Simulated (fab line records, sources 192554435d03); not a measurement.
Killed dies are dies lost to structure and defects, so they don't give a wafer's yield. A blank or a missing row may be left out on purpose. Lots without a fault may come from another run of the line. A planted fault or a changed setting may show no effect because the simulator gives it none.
Which tool did it? | flow n5_finfet | 24 lots, 72 wafers sampled, at 2 steps of a route of 1938

WHAT THE GAUGES READ, wafer by wafer
N5_WELL_APT_OVL_MEAS_09.
lot  | measured    | on         | NWELL_OVL (nm)
L074 | day 1 13:37 | overlay-02 | -6 -1 -10
L075 | day 1 20:19 | overlay-02 | 1 3 -3
L076 | day 2 01:43 | overlay-02 | -8 -10 -12
L077 | day 2 08:43 | overlay-02 | -8 -5 -5
L078 | day 2 13:35 | overlay-01 | -7 -9 -2
L079 | day 2 20:01 | overlay-01 | 2 1 1
L080 | day 3 01:51 | overlay-01 | -3 -3 -4
L081 | day 3 07:35 | overlay-02 | -6 -5 -2
L082 | day 3 13:43 | overlay-01 | -2 -2 -3
L083 | day 3 19:43 | overlay-01 | -11 -7 -10
L084 | day 4 01:50 | overlay-02 | -11 -3 -13
L085 | day 4 07:58 | overlay-01 | -11 -6 -1
L086 | day 4 13:43 | overlay-02 | 8 -3 1
L087 | day 4 19:50 | overlay-01 | -13 -13 -13
L088 | day 5 01:49 | overlay-02 | -4 -5 0
L089 | day 5 07:44 | overlay-02 | -7 -8 -2
L090 | day 5 13:50 | overlay-01 | -1 -7 -4
L091 | day 5 19:56 | overlay-02 | 1 -8 3
L092 | day 6 01:35 | overlay-02 | 5 1 6
L093 | day 6 07:58 | overlay-01 | -5 -3 -7
L094 | day 6 13:35 | overlay-02 | -1 4 -6
L095 | day 6 19:36 | overlay-02 | -6 -2 -2
L096 | day 7 01:52 | overlay-02 | 10 0 -1
L097 | day 7 07:37 | overlay-01 | 5 -3 -1

WHICH TOOL RAN EACH LOT (tool, then ch and the chambers of the sampled wafers, then the start)
lot  | N5_ZERO_LAYER_DESCUM_16
L074 | rie_diel-05 ch 0,1,2, day 1 12:43
L075 | rie_diel-05 ch 0,2, day 1 19:14
L076 | rie_diel-05 ch 0,2,3, day 2 00:49
L077 | rie_diel-05 ch 0,2, day 2 07:48
L078 | rie_diel-03 ch 0,1, day 2 12:41
L079 | rie_diel-05 ch 0,1,3, day 2 18:59
L080 | rie_diel-03 ch 0,3, day 3 00:48
L081 | rie_diel-06 ch 0,1, day 3 06:41
L082 | rie_diel-06 ch 0,1,2, day 3 12:49
L083 | rie_diel-05 ch 1,2, day 3 18:48
L084 | rie_diel-05 ch 0,1,3, day 4 00:48
L085 | rie_diel-06 ch 0,3, day 4 06:55
L086 | rie_diel-03 ch 1,2,3, day 4 12:41
L087 | rie_diel-06 ch 0,1, day 4 18:48
L088 | rie_diel-05 ch 0,1,3, day 5 00:54
L089 | rie_diel-06 ch 0,1,2, day 5 06:42
L090 | rie_diel-05 ch 1,2, day 5 12:49
L091 | rie_diel-03 ch 0,1,3, day 5 18:54
L092 | rie_diel-06 ch 0,1,2, day 6 00:41
L093 | rie_diel-06 ch 0,2,3, day 6 07:01
L094 | rie_diel-06 ch 0,1, day 6 12:41
L095 | rie_diel-03 ch 0,1, day 6 18:41
L096 | rie_diel-05 ch 0,1,2, day 7 00:57
L097 | rie_diel-05 ch 0,1, day 7 06:43
- N5_ZERO_LAYER_DESCUM_16: chemistry O2, time 7.9 s.

WHAT THE TOOLS THEMSELVES READ (means of the sampled wafers that have a number; where no wafer has one, the mark that the record gives instead)
N5_ZERO_LAYER_DESCUM_16.
lot  | tool        | drypump_motor_current_A (A) | oes_product_au (a.u.) | rf_vpp_V (V) | showerhead_plenum_p_Torr (Torr) | throttle_valve_pct (%)
L074 | rie_diel-05 | 5.71                        | 0.85                  | 242.0        | 2.08                            | 20.22
L075 | rie_diel-05 | 5.67                        | 0.89                  | 242.8        | 2.10                            | 20.30
L076 | rie_diel-05 | 5.86                        | 0.81                  | 242.4        | 2.05                            | 20.55
L077 | rie_diel-05 | 5.67                        | 0.89                  | 244.5        | 2.10                            | 20.31
L078 | rie_diel-03 | 5.94                        | 0.74                  | 242.3        | 2.04                            | 20.52
L079 | rie_diel-05 | 5.91                        | 0.75                  | 242.4        | 2.03                            | 20.47
L080 | rie_diel-03 | 5.35                        | 0.76                  | 243.5        | 2.08                            | 20.40
L081 | rie_diel-06 | 5.89                        | 0.76                  | 244.3        | 2.17                            | 20.59
L082 | rie_diel-06 | 5.75                        | 0.75                  | 244.1        | 2.13                            | 20.53
L083 | rie_diel-05 | 5.63                        | 0.85                  | 243.3        | 2.12                            | 20.09
L084 | rie_diel-05 | 5.89                        | 0.75                  | 242.0        | 2.02                            | 20.49
L085 | rie_diel-06 | 5.81                        | 0.90                  | 243.4        | 2.13                            | 20.64
L086 | rie_diel-03 | 5.67                        | 0.73                  | 242.3        | 2.03                            | 20.56
L087 | rie_diel-06 | 5.87                        | 0.76                  | 244.9        | 2.17                            | 20.61
L088 | rie_diel-05 | 5.90                        | 0.74                  | 242.5        | 2.02                            | 20.50
L089 | rie_diel-06 | 5.76                        | 0.74                  | 243.9        | 2.13                            | 20.56
L090 | rie_diel-05 | 5.69                        | 0.80                  | 243.1        | 2.09                            | 20.04
L091 | rie_diel-03 | 5.60                        | 0.74                  | 243.1        | 2.05                            | 20.49
L092 | rie_diel-06 | 5.75                        | 0.74                  | 243.5        | 2.13                            | 20.56
L093 | rie_diel-06 | 5.72                        | 0.80                  | 243.9        | 2.11                            | 20.59
L094 | rie_diel-06 | 5.90                        | 0.74                  | 243.2        | 2.17                            | 20.63
L095 | rie_diel-03 | 5.67                        | 0.72                  | 242.0        | 2.04                            | 20.50
L096 | rie_diel-05 | 5.73                        | 0.80                  | 242.9        | 2.07                            | 20.28
L097 | rie_diel-05 | 5.81                        | 0.76                  | 242.2        | 2.04                            | 20.44

THE ANSWER, worked out from the rows above alone
Rule: what is usual is taken from the lots themselves. Put in order of their means at a reading, lots are off if they are a third of the lots or fewer, leave a main group of 4 or more, and stand apart from it by a gap of 3 or more times the standard deviation of the main group's means; of several such gaps the widest counts. A main group whose means are all the same, to the digits that the tables above print for the reading, isn't used. A lot without any number at a reading at which 4 lots or more have one is off too. The other lots that the step has rows for count as sound. The gauges are gone through in route order, then the tools' own readings, and for those a lot's mean is taken as printed above. The first step at which some lot is off is used, and at that step the reading that is off furthest; a lot without a number counts as furthest.
No lot is off at any reading shown: from this, nothing can be told.

WHAT THE SIMULATOR HAD PUT IN
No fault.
